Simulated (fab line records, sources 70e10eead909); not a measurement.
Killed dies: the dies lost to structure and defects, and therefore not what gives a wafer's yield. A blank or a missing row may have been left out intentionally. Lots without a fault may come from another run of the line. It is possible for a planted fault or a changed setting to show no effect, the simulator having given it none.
fab line records -- flow nandHarc
record lots=6, wafers=18, lastDay=31
route steps=1302 shown P_M1@296 END@1302
lots that met no fault: taken from a fault-free run of the same line
startH: hours from the record's opening day to when the first of the lot's shown wafers began -- waitH: hours from the lot's prior step to this one -- " identical to the entry in the row above -- L1.1+2: one row covering several wafers at once -- - value missing, or start not given -- * or withheld: withheld -- < > ~ a bound
route shown NAME@n: names a module that has steps shown in the file, with the first one's number in the route -- usual: mean/standard deviation taken from wafers without a fault -- same: alike in all rows -- chamber/n: place in a boat -- sites: readings site by site -- _std_site: their standard deviation -- _edge_site: mean of outer sites minus mean of inner sites -- radiusMm: for every site, how far away it sits from the centre of the wafer -- mask NAME#n: copy n -- behind: the most recent tool/chamber to have shaped the wafer -- hold: what put the lot on hold/how long, in hours/how the hold closed -- device: the n, p or np transistor that did not switch -- end of line: tests run on the same wafers once the route is complete -- for a step that has no rows: nothing shown but its recipe -- killed: dies lost to structure and defects at the first sort, not the wafer's yield -- map: a wafer's dies, x killed, . not, _ none there
set.NAME: the setting the step ran with; set.NAME@STEP: the setting that earlier step ran with -- model.NAME: the simulator's own value behind a step, which no gauge read
lots at selected steps of the route; one table per step, one row per wafer
services: from which hour (startH, from the record's first day; less than 0 if before it) a tool's chamber was out of use, for how many hours, and why
## steps
# step NHARC_P_M1_OVL_MEAS_10
# recipe pitchNm=260
# usual overlayXNm=-0.1/0.94, overlayYNm=0.2/0.86
lot.wafer,tool,chamber,startH,waitH,overlayXNm,overlayYNm
L665.1,overlay-01,-,141.56,-,0.2,-1.1
L665.4,overlay-01,-,141.56,-,-0.2,-0.9
L665.6,overlay-01,-,141.56,-,0.5,-0.9
L664.1,overlay-01,-,142.33,-,-0.9,-0.4
L664.3,overlay-01,-,142.33,-,-0.8,-0.1
L664.5,overlay-01,-,142.33,-,-1.3,-0.7
L676.1,overlay-01,-,275.83,-,0.5,-0.5
L676.2,overlay-01,-,275.83,-,0.7,-0.3
L676.4,overlay-01,-,275.83,-,0.4,-0.5
L678.1,overlay-01,-,284.09,-,-0.7,0.2
L678.3,overlay-01,-,284.09,-,-1.0,0.4
L678.5,overlay-01,-,284.09,-,-0.7,0.2
L680.1,overlay-01,-,301.90,-,-0.7,0.0
L680.3,overlay-01,-,301.90,-,-0.5,0.2
L680.4,overlay-01,-,301.90,-,-0.6,-0.5
L682.1,overlay-01,-,316.73,-,0.4,1.3
L682.2,overlay-01,-,316.73,-,-0.6,1.7
L682.6,overlay-01,-,316.73,-,-0.7,1.9
# step NHARC_P_M1_INSPECT_11
# usual rawDefectCount=4.3/2.4
lot.wafer,tool,chamber,startH,waitH,rawDefectCount
L665.1,defectInspect-01,-,141.59,0.0,6
L665.4,defectInspect-01,-,141.59,0.0,2
L665.6,defectInspect-01,-,141.59,0.0,1
L664.1,defectInspect-01,-,142.36,0.0,5
L664.3,defectInspect-01,-,142.36,0.0,5
L664.5,defectInspect-01,-,142.36,0.0,2
L676.1,defectInspect-01,-,275.87,0.0,2
L676.2,defectInspect-01,-,275.87,0.0,4
L676.4,defectInspect-01,-,275.87,0.0,2
L678.1,defectInspect-02,-,284.13,0.0,3
L678.3,defectInspect-02,-,284.13,0.0,1
L678.5,defectInspect-02,-,284.13,0.0,4
L680.1,defectInspect-02,-,301.94,0.0,2
L680.3,defectInspect-02,-,301.94,0.0,3
L680.4,defectInspect-02,-,301.94,0.0,5
L682.1,defectInspect-01,-,316.77,0.0,5
L682.2,defectInspect-01,-,316.77,0.0,3
L682.6,defectInspect-01,-,316.77,0.0,1
# step NHARC_P_M1_DESCUM_14
# recipe timeS=3, o2FlowSccm=200, arFlowSccm=0, biasPowerW=0, chemistry=O2
# step NHARC_P_M1_ETCH_35
# recipe targetDepthA=400, overetchA=120, timeS=43.94, ionEnergyEv=200, n2FlowSccm=150, h2FlowSccm=150, arFlowSccm=0, rfW=400, biasW=150, chemistry=N2/H2
# usual drypumpMotorCurrentA=5.6/0.49, oesProductAu=0.999/0.0084, rfVppV=431.3/2.4, showerheadPlenumPTorr=2.07/0.085, throttleValvePct=14.172/0.0088
lot.wafer,tool,chamber,startH,waitH,drypumpMotorCurrentA,oesProductAu,rfHoursCounterH,rfVppV,showerheadPlenumPTorr,throttleValvePct
L665.1,rieDiel-07,2,141.75,0.1,4.8,1.012,1,432.6,2.12,14.189
L665.4,rieDiel-07,3,141.75,0.1,5.7,0.998,1,431.5,2.11,14.173
L665.6,rieDiel-07,2,141.75,0.1,4.8,1.016,-,432.3,2.12,14.160
L664.3,rieDiel-07,0,142.51,0.1,5.5,0.994,1,431.9,2.07,14.175
L664.1,rieDiel-07,2,142.51,0.1,4.8,1.011,1,432.1,2.12,14.165
L664.5,rieDiel-07,1,142.51,0.1,5.3,0.997,-,427.3,1.91,14.175
L676.2,rieDiel-07,2,276.03,0.1,4.8,1.000,11,431.2,2.12,14.167
L676.1,rieDiel-07,0,276.03,0.1,5.5,0.994,12,431.9,2.07,14.182
L676.4,rieDiel-07,3,276.03,0.1,5.7,0.994,-,432.6,2.11,14.165
L678.1,rieDiel-07,0,284.29,0.1,5.5,1.006,13,432.6,2.07,14.192
L678.3,rieDiel-07,1,284.29,0.1,5.3,0.992,11,427.1,1.91,14.178
L678.5,rieDiel-07,2,284.29,0.1,4.8,0.999,-,431.3,2.12,14.183
L680.4,rieDiel-06,3,302.09,0.1,5.8,0.980,10,433.5,2.12,14.173
L680.1,rieDiel-06,0,302.09,0.1,5.8,0.989,10,429.9,1.99,14.187
L680.3,rieDiel-06,1,302.09,0.1,5.8,1.004,10,434.3,2.20,14.165
L682.2,rieDiel-11,3,316.93,0.1,6.2,0.998,14,429.2,1.94,14.167
L682.1,rieDiel-11,0,316.93,0.1,5.4,0.995,12,434.0,2.18,14.170
L682.6,rieDiel-11,1,316.93,0.1,5.4,1.007,-,431.6,2.10,14.173
# step NHARC_P_M1_ETCH_15
# recipe targetDepthA=1825, timeS=91.2, c4f8FlowSccm=withheld, arFlowSccm=400, rfW=600, biasW=300, chemistry=C4F8/Ar
# usual oesProductAu=0.960/0.02, rfVppV=441.4/2.5
lot.wafer,tool,chamber,startH,waitH,oesProductAu,rfHoursCounterH,rfVppV
L665.4,rieDiel-07,3,-,-,0.976,1,441.6
L665.1,rieDiel-07,1,-,-,0.954,1,438.1
L665.6,rieDiel-07,3,-,-,0.980,-,441.2
L664.3,rieDiel-07,1,-,-,0.960,1,436.9
L664.1,rieDiel-07,0,-,-,0.977,1,441.6
L664.5,rieDiel-07,1,-,-,0.957,-,436.5
L676.1,rieDiel-07,0,-,-,0.955,12,440.8
L676.2,rieDiel-07,2,-,-,0.971,11,442.1
L676.4,rieDiel-07,2,-,-,0.966,-,443.5
L678.1,rieDiel-07,1,-,-,0.953,11,434.8
L678.3,rieDiel-07,0,-,-,0.955,13,442.4
L678.5,rieDiel-07,0,-,-,0.951,-,441.3
L680.4,rieDiel-06,3,-,-,0.956,10,444.5
L680.1,rieDiel-06,0,-,-,0.968,10,439.2
L680.3,rieDiel-06,2,-,-,0.956,10,439.0
L682.1,rieDiel-11,2,-,-,0.934,14,436.6
L682.2,rieDiel-11,3,-,-,0.913,14,437.9
L682.6,rieDiel-11,3,-,-,0.921,-,438.0
# step NHARC_P_M1_CD_MEAS_16
# usual cdNm=129.7/0.87
lot.wafer,tool,chamber,startH,waitH,cdNm
L665.1,cdSem-01,-,141.96,-,128.7
L665.4,cdSem-01,-,141.96,-,129.4
L665.6,cdSem-01,-,141.96,-,129.2
L664.1,cdSem-03,-,142.73,-,128.8
L664.3,cdSem-03,-,142.73,-,129.2
L664.5,cdSem-03,-,142.73,-,130.3
L676.1,cdSem-03,-,276.28,-,129.5
L676.2,cdSem-03,-,276.28,-,129.0
L676.4,cdSem-03,-,276.28,-,129.2
L678.1,cdSem-01,-,284.54,-,128.6
L678.3,cdSem-01,-,284.54,-,128.2
L678.5,cdSem-01,-,284.54,-,128.1
L680.1,cdSem-01,-,302.30,-,129.2
L680.3,cdSem-01,-,302.30,-,129.8
L680.4,cdSem-01,-,302.30,-,128.7
L682.1,cdSem-02,-,317.13,-,129.8
L682.2,cdSem-02,-,317.13,-,130.7
L682.6,cdSem-02,-,317.13,-,130.7
# step NHARC_P_M1_STRIP_18
# recipe powerW=1000, n2FlowSccm=150, h2FlowSccm=150, arFlowSccm=0, biasW=0, chemistry=N2/H2
# usual drypumpMotorCurrentA=5.7/0.5, oesProductAu=1.001/0.0099, rfVppV=90.9/0.95, showerheadPlenumPTorr=2.07/0.081, throttleValvePct=14.171/0.008
lot.wafer,tool,chamber,startH,waitH,drypumpMotorCurrentA,oesProductAu,rfHoursCounterH,rfVppV,showerheadPlenumPTorr,throttleValvePct
L665.4,rieDiel-06,2,142.06,0.1,6.6,0.981,0,89.9,2.04,14.165
L665.1,rieDiel-06,3,142.06,0.1,5.8,0.991,0,91.8,2.13,14.161
L665.6,rieDiel-06,2,142.06,0.1,6.6,0.977,-,90.0,2.04,14.175
L664.1,rieDiel-06,1,142.80,0.1,5.9,1.004,0,91.4,2.20,14.177
L664.3,rieDiel-06,2,142.80,0.1,6.6,0.989,0,91.9,2.04,14.168
L664.5,rieDiel-06,2,142.80,0.1,6.6,0.993,-,91.5,2.04,14.171
L676.2,rieDiel-07,3,276.35,0.1,5.7,0.994,12,90.6,2.10,14.172
L676.1,rieDiel-07,0,276.35,0.1,5.5,1.002,12,91.2,2.07,14.179
L676.4,rieDiel-07,3,276.35,0.1,5.7,1.008,-,91.2,2.10,14.162
L678.1,rieDiel-06,2,284.64,0.1,6.6,0.984,9,90.9,2.03,14.171
L678.3,rieDiel-06,3,284.64,0.1,5.8,1.006,10,89.6,2.12,14.190
L678.5,rieDiel-06,2,284.64,0.1,6.6,0.991,-,90.4,2.04,14.173
L680.4,rieDiel-06,3,302.38,0.1,5.8,0.977,11,91.3,2.12,14.171
L680.3,rieDiel-06,1,302.38,0.1,5.9,1.014,10,91.4,2.20,14.164
L680.1,rieDiel-06,2,302.38,0.1,6.6,0.991,10,90.5,2.04,14.178
L682.2,rieDiel-07,0,317.23,0.1,5.5,0.983,1,91.1,2.07,14.170
L682.1,rieDiel-07,2,317.23,0.1,4.8,1.003,0,91.1,2.11,14.176
L682.6,rieDiel-07,3,317.23,0.1,5.7,1.009,-,90.9,2.10,14.165
# step NHARC_P_M1_ETCH_28
# recipe targetDepthA=300, overEtchFrac=0.3, timeS=72.99, ionEnergyEv=150, cf4FlowSccm=50, n2FlowSccm=100, arFlowSccm=150, rfW=300, biasW=100, chemistry=CF4/N2
# step NHARC_P_M1_STRIP_19
# recipe timeS=600, tempC=30, chemistry=postEtchResidueRemover
# step NHARC_P_M1_DEGAS_29
# recipe tempC=250, timeS=60
# usual heaterPowerW=329/28
lot.wafer,tool,chamber,startH,waitH,heaterPowerW
L665.1,pvdSputter-01,-,142.67,-,304
L665.4,pvdSputter-01,-,142.67,-,314
L665.6,pvdSputter-01,-,142.67,-,304
L664.3,pvdSputter-03,-,143.46,-,356
L664.1,pvdSputter-03,-,143.46,-,265
L664.5,pvdSputter-03,-,143.46,-,350
L676.4,pvdSputter-03,-,277.06,-,347
L676.2,pvdSputter-03,-,277.06,-,334
L676.1,pvdSputter-03,-,277.06,-,358
L678.3,pvdSputter-01,-,285.25,-,351
L678.1,pvdSputter-01,-,285.25,-,321
L678.5,pvdSputter-01,-,285.25,-,348
L680.3,pvdSputter-01,-,303.02,-,316
L680.4,pvdSputter-01,-,303.02,-,350
L680.1,pvdSputter-01,-,303.02,-,355
L682.2,pvdSputter-02,-,317.84,-,345
L682.1,pvdSputter-02,-,317.84,-,319
L682.6,pvdSputter-02,-,317.84,-,349
# step NHARC_P_M1_PRE_CLEAN_30
# recipe timeS=30, tempC=280, gas=H2/He
# step NHARC_P_M1_PVD_20
# recipe targetThkA=50, biasV=168.6, powerW=15000, chamberPressurePa=0.12, timeS=8.06, substrateTempC=50, material=TaN
# usual biasV=168.4/1.6, cathodeDcPowerW=15000/2.9, throttleValvePct=29.7/1.2
lot.wafer,tool,chamber,startH,waitH,biasV,cathodeDcPowerW,throttleValvePct
L665.4,pvdSputter-01,-,-,-,167.5,15000,28.8
L665.1,pvdSputter-01,-,-,-,168.7,14999,27.4
L665.6,pvdSputter-01,-,-,-,168.4,14999,28.7
L664.1,pvdSputter-03,-,-,-,170.9,14999,27.2
L664.3,pvdSputter-03,-,-,-,170.2,15002,30.2
L664.5,pvdSputter-03,-,-,-,166.7,14999,31.7
L676.4,pvdSputter-03,-,-,-,166.9,14996,30.5
L676.2,pvdSputter-03,-,-,-,167.7,15003,32.0
L676.1,pvdSputter-03,-,-,-,168.8,14995,28.3
L678.1,pvdSputter-01,-,-,-,169.3,14998,29.2
L678.3,pvdSputter-01,-,-,-,170.9,14999,27.7
L678.5,pvdSputter-01,-,-,-,171.9,15001,30.9
L680.1,pvdSputter-01,-,-,-,170.6,14998,31.1
L680.3,pvdSputter-01,-,-,-,169.5,14999,27.7
L680.4,pvdSputter-01,-,-,-,167.7,15000,28.2
L682.1,pvdSputter-02,-,-,-,167.9,15007,30.5
L682.2,pvdSputter-02,-,-,-,170.5,15000,28.2
L682.6,pvdSputter-02,-,-,-,169.7,14999,28.4
# step NHARC_P_M1_PVD_21
# recipe targetThkA=300, chamberPressurePa=5, powerW=5000, substrateTempC=30, timeS=20.49, material=Cu
# usual cathodeDcPowerW=5000.0/0.82, chamberPressurePa=5.000/0.0093, throttleValvePct=29.5/1.3
lot.wafer,tool,chamber,startH,waitH,cathodeDcPowerW,chamberPressurePa,throttleValvePct
L665.1,pvdSputter-01,-,142.90,-,5001.3,4.993,27.2
L665.4,pvdSputter-01,-,142.90,-,4999.1,4.993,30.8
L665.6,pvdSputter-01,-,142.90,-,4999.8,4.988,29.0
L664.1,pvdSputter-03,-,143.68,-,4999.6,4.993,30.4
L664.3,pvdSputter-03,-,143.68,-,5000.7,5.011,30.6
L664.5,pvdSputter-03,-,143.68,-,5000.7,5.011,27.3
L676.2,pvdSputter-03,-,277.28,-,-,-,-
L676.1,pvdSputter-03,-,277.28,-,-,-,-
L676.4,pvdSputter-03,-,277.28,-,-,-,-
L678.1,pvdSputter-01,-,285.48,-,-,-,-
L678.3,pvdSputter-01,-,285.48,-,-,-,-
L678.5,pvdSputter-01,-,285.48,-,-,-,-
L680.4,pvdSputter-01,-,303.26,-,4999.3,5.010,29.3
L680.1,pvdSputter-01,-,303.26,-,5001.6,5.003,31.1
L680.3,pvdSputter-01,-,303.26,-,5000.1,4.993,27.5
L682.1,pvdSputter-02,-,318.07,-,5000.0,5.006,28.9
L682.2,pvdSputter-02,-,318.07,-,4998.0,5.015,29.9
L682.6,pvdSputter-02,-,318.07,-,5000.5,4.990,28.9
# step NHARC_P_M1_ECD_22
# recipe targetThkA=4000, bathTempC=25, material=Cu
# step NHARC_END_SORT_01
# recipe tempC=25
# usual defectLimitedYield=91.2/1.8, killedAtArray=55/12, killedAtOther=1.0/1.2, killedAtPeriphery=3.9/2.6, killedDies=60/12, killedOpen=3.3/1.9, killedShort=2.5/1.8
# same grossDies=677
lot.wafer,tool,chamber,startH,waitH,defectLimitedYield[%],killedAtArray,killedAtOther,killedAtPeriphery,killedDies,killedOpen,killedShort
L676.1,prober-02,0,714.49,2.5,0,56,0,621,677,6,2
L676.2,prober-02,0,715.29,2.8,0,68,0,609,677,3,1
L676.4,prober-02,0,716.90,3.4,0,63,0,614,677,4,1
L678.1,prober-01,0,724.08,2.5,0,75,2,600,677,4,1
L678.3,prober-01,0,725.66,3.1,0,74,0,603,677,4,5
L678.5,prober-01,0,727.24,3.7,0,77,1,599,677,4,6
# killed by level:class
L676.1 P_M1:areaPvd=620 A_CHANNEL_HOLE_D1:chamberFilmFlake=27 A_CHANNEL_HOLE_D2:chamberFilmFlake=16 A_CONTACT:chamberFilmFlake=2 A_SLIT:chamberFilmFlake=2 A_SOURCE_PLATE:geometricParticle:open=1 A_ONON_D2:geometricParticle:short=1 A_ONON_D2:geometricParticle:open=1
L676.2 P_M1:areaPvd=608 A_CHANNEL_HOLE_D1:chamberFilmFlake=33 A_CHANNEL_HOLE_D2:chamberFilmFlake=23 A_SLIT:chamberFilmFlake=3 A_M1:geometricParticle:open=2 A_CHANNEL_FILL_D2:chamberFilmFlake=2 A_STAIRCASE:chamberFilmFlake=2 P_M0:geometricParticle:open=1
L676.4 P_M1:areaPvd=614 A_CHANNEL_HOLE_D1:chamberFilmFlake=29 A_CHANNEL_HOLE_D2:chamberFilmFlake=25 A_ONON_D1:geometricParticle:open=2 A_STAIRCASE:chamberFilmFlake=2 A_CHANNEL_FILL_D1:geometricParticle:short=1 A_CHANNEL_FILL_D1:geometricParticle:open=1 A_WL_FILL:geometricParticle:open=1
L678.1 P_M1:areaPvd=598 A_SLIT:chamberFilmFlake=33 A_CHANNEL_HOLE_D1:chamberFilmFlake=29 A_CONTACT:chamberFilmFlake=3 A_ONON_D1:geometricParticle:open=2 A_BLC:chamberFilmFlake=2 THIN_TSV:chamberFilmFlake=2 P_GATE:geometricParticle:open=1
L678.3 P_M1:areaPvd=602 A_SLIT:chamberFilmFlake=34 A_CHANNEL_HOLE_D1:chamberFilmFlake=26 A_CHANNEL_FILL_D2:geometricParticle:short=2 A_SGD_CUT:geometricParticle:short=2 A_STAIRCASE:chamberFilmFlake=2 A_WL_FILL:chamberFilmFlake=2 A_BLC:chamberFilmFlake=2
L678.5 P_M1:areaPvd=596 A_SLIT:chamberFilmFlake=32 A_CHANNEL_HOLE_D1:chamberFilmFlake=29 P_M0:geometricParticle:short=2 A_CHANNEL_FILL_D2:chamberFilmFlake=2 A_WL_FILL:chamberFilmFlake=2 A_BLC:chamberFilmFlake=2 A_ONON_D1:geometricParticle:open=1
# map L676.1 (x killed, . not)
____________x____________
_________xxxxxxx_________
_______xxxxxxxxxxx_______
______xxxxxxxxxxxxx______
_____xxxxxxxxxxxxxxx_____
____xxxxxxxxxxxxxxxxx____
____xxxxxxxxxxxxxxxxx____
___xxxxxxxxxxxxxxxxxxx___
___xxxxxxxxxxxxxxxxxxx___
__xxxxxxxxxxxxxxxxxxxxx__
__xxxxxxxxxxxxxxxxxxxxx__
_xxxxxxxxxxxxxxxxxxxxxxx_
_xxxxxxxxxxxxxxxxxxxxxxx_
_xxxxxxxxxxxxxxxxxxxxxxx_
_xxxxxxxxxxxxxxxxxxxxxxx_
_xxxxxxxxxxxxxxxxxxxxxxx_
xxxxxxxxxxxxxxxxxxxxxxxxx
xxxxxxxxxxxxxxxxxxxxxxxxx
xxxxxxxxxxxxxxxxxxxxxxxxx
xxxxxxxxxxxxxxxxxxxxxxxxx
xxxxxxxxxxxxxxxxxxxxxxxxx
_xxxxxxxxxxxxxxxxxxxxxxx_
_xxxxxxxxxxxxxxxxxxxxxxx_
_xxxxxxxxxxxxxxxxxxxxxxx_
_xxxxxxxxxxxxxxxxxxxxxxx_
_xxxxxxxxxxxxxxxxxxxxxxx_
__xxxxxxxxxxxxxxxxxxxxx__
__xxxxxxxxxxxxxxxxxxxxx__
___xxxxxxxxxxxxxxxxxxx___
___xxxxxxxxxxxxxxxxxxx___
____xxxxxxxxxxxxxxxxx____
____xxxxxxxxxxxxxxxxx____
_____xxxxxxxxxxxxxxx_____
______xxxxxxxxxxxxx______
_______xxxxxxxxxxx_______
_________xxxxxxx_________
____________x____________
# map L678.1 (x killed, . not)
____________x____________
_________xxxxxxx_________
_______xxxxxxxxxxx_______
______xxxxxxxxxxxxx______
_____xxxxxxxxxxxxxxx_____
____xxxxxxxxxxxxxxxxx____
____xxxxxxxxxxxxxxxxx____
___xxxxxxxxxxxxxxxxxxx___
___xxxxxxxxxxxxxxxxxxx___
__xxxxxxxxxxxxxxxxxxxxx__
__xxxxxxxxxxxxxxxxxxxxx__
_xxxxxxxxxxxxxxxxxxxxxxx_
_xxxxxxxxxxxxxxxxxxxxxxx_
_xxxxxxxxxxxxxxxxxxxxxxx_
_xxxxxxxxxxxxxxxxxxxxxxx_
_xxxxxxxxxxxxxxxxxxxxxxx_
xxxxxxxxxxxxxxxxxxxxxxxxx
xxxxxxxxxxxxxxxxxxxxxxxxx
xxxxxxxxxxxxxxxxxxxxxxxxx
xxxxxxxxxxxxxxxxxxxxxxxxx
xxxxxxxxxxxxxxxxxxxxxxxxx
_xxxxxxxxxxxxxxxxxxxxxxx_
_xxxxxxxxxxxxxxxxxxxxxxx_
_xxxxxxxxxxxxxxxxxxxxxxx_
_xxxxxxxxxxxxxxxxxxxxxxx_
_xxxxxxxxxxxxxxxxxxxxxxx_
__xxxxxxxxxxxxxxxxxxxxx__
__xxxxxxxxxxxxxxxxxxxxx__
___xxxxxxxxxxxxxxxxxxx___
___xxxxxxxxxxxxxxxxxxx___
____xxxxxxxxxxxxxxxxx____
____xxxxxxxxxxxxxxxxx____
_____xxxxxxxxxxxxxxx_____
______xxxxxxxxxxxxx______
_______xxxxxxxxxxx_______
_________xxxxxxx_________
____________x____________
## services
tool,chamber,startH,hours,kind
rieDiel-07,0,126.20,-,clean
rieDiel-07,1,126.20,-,clean
rieDiel-07,2,126.20,-,clean
rieDiel-07,3,126.20,-,clean
rieDiel-06,-,130.20,9.0,pm
rieDiel-07,0,150.70,-,clean
rieDiel-07,1,150.70,-,clean
rieDiel-07,2,150.70,-,clean
rieDiel-07,3,150.70,-,clean
pvdSputter-03,-,159.58,1.4,repair
rieDiel-07,2,162.96,19.0,repair
pvdSputter-03,-,168.24,3.4,repair
rieDiel-07,0,175.20,-,clean
rieDiel-11,-,213.28,0.3,repair
pvdSputter-01,-,226.00,10.0,pm
rieDiel-07,0,235.14,9.8,repair
pvdSputter-03,-,235.28,4.8,repair
rieDiel-11,-,257.42,9.0,pm
pvdSputter-02,-,260.43,9.8,repair
rieDiel-07,3,264.80,9.4,repair
rieDiel-07,3,276.96,22.8,repair
pvdSputter-02,-,286.08,10.0,pm
rieDiel-07,-,294.20,9.0,pm
rieDiel-06,-,307.20,9.0,pm
## key
firstSign step=NHARC_P_M1_PVD_21, reading=toolRecord, direction=missing
effect step=NHARC_END_SORT_01, reading=killedAtPeriphery, direction=up, sigmas=99+, usual=3.9, struck=607.7
moreKillsBornAt NHARC_P_M1_PVD_21@pvdSputter-03=1842, NHARC_P_M1_PVD_21@pvdSputter-01=1796
metAt NHARC_P_M1_PVD_21
struckWafers L676.1,L676.2,L676.4,L678.1,L678.3,L678.5
laterRowsLeftOut L676.1,L676.2,L676.4,L678.1,L678.3,L678.5
onsetBetween 143.68 277.28
fault kind=skippedStepWhole, tool=pvdSputter-01,pvdSputter-03, chamber=-, onsetH=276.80, steps=NHARC_P_M1_PVD_21, scope=struckLotsOnly
# laterRowsLeftOut: the simulator's readings of these wafers behind a module that went badly wrong aren't trusted and aren't shown, but for the sort
